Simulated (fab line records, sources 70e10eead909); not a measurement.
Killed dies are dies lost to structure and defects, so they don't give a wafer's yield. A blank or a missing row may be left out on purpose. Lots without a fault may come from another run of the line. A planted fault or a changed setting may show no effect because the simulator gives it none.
Chamber matching | flow nand_harc | NHARC_P_BONDPAD_DEP_00 on pecvd-03: 3 sister chambers
The step deposits SiCN, target thk 250 nm. 16 wafers are shown with their chamber, then 8 later ones without.

WAFERS WITH THEIR CHAMBER
wafer  | chamber | heater_power_w (W)
L075.3 | 2       | 616
L075.4 | 1       | 671
L075.5 | 2       | 620
L079.2 | 2       | 592
L079.5 | 1       | 586
L079.6 | 2       | 608
L081.1 | 1       | 671
L081.4 | 0       | 418
L081.5 | 1       | 687
L087.1 | 2       | 668
L087.2 | 1       | 669
L087.4 | 0       | 482
L088.1 | 2       | 632
L088.4 | 2       | 651
L088.6 | 2       | 664
L095.2 | 2       | 636

SIGNATURES (means of the wafers above)
reading        | chamber 0 | chamber 1 | chamber 2 | scatter within a chamber
heater_power_w | 450.00    | 656.80    | 631.89    | 32.6
Rule: a wafer's distance from a chamber is the root of the sum, over the readings, of the square of ((its reading less the chamber's mean) divided by the reading's scatter). The wafer belongs to the nearest chamber; if the next one is less than 2 further off, it can't be placed. The scatter: the root of (the sum of the squares of (reading less its chamber's mean) over the shown wafers, divided by (wafers less chambers)).

WAFERS WITHOUT THEIR CHAMBER
wafer  | heater_power_w (W)
L095.3 | 496
L095.6 | 642
L096.2 | 580
L096.3 | 471
L096.4 | 578
L097.1 | 490
L097.2 | 660
L097.4 | 500

WHICH CHAMBER EACH WENT THROUGH
wafer  | from the rows above     | in truth
L095.3 | 0                       | 0
L095.6 | can't be placed: 2 or 1 | 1
L096.2 | can't be placed: 2 or 1 | 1
L096.3 | 0                       | 0
L096.4 | can't be placed: 2 or 1 | 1
L097.1 | 0                       | 0
L097.2 | can't be placed: 1 or 2 | 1
L097.4 | 0                       | 0
Placed correctly: 4 of 8. Can't be placed from these rows: 4 (the true chamber is among the candidates in 4). Placed wrongly: 0.
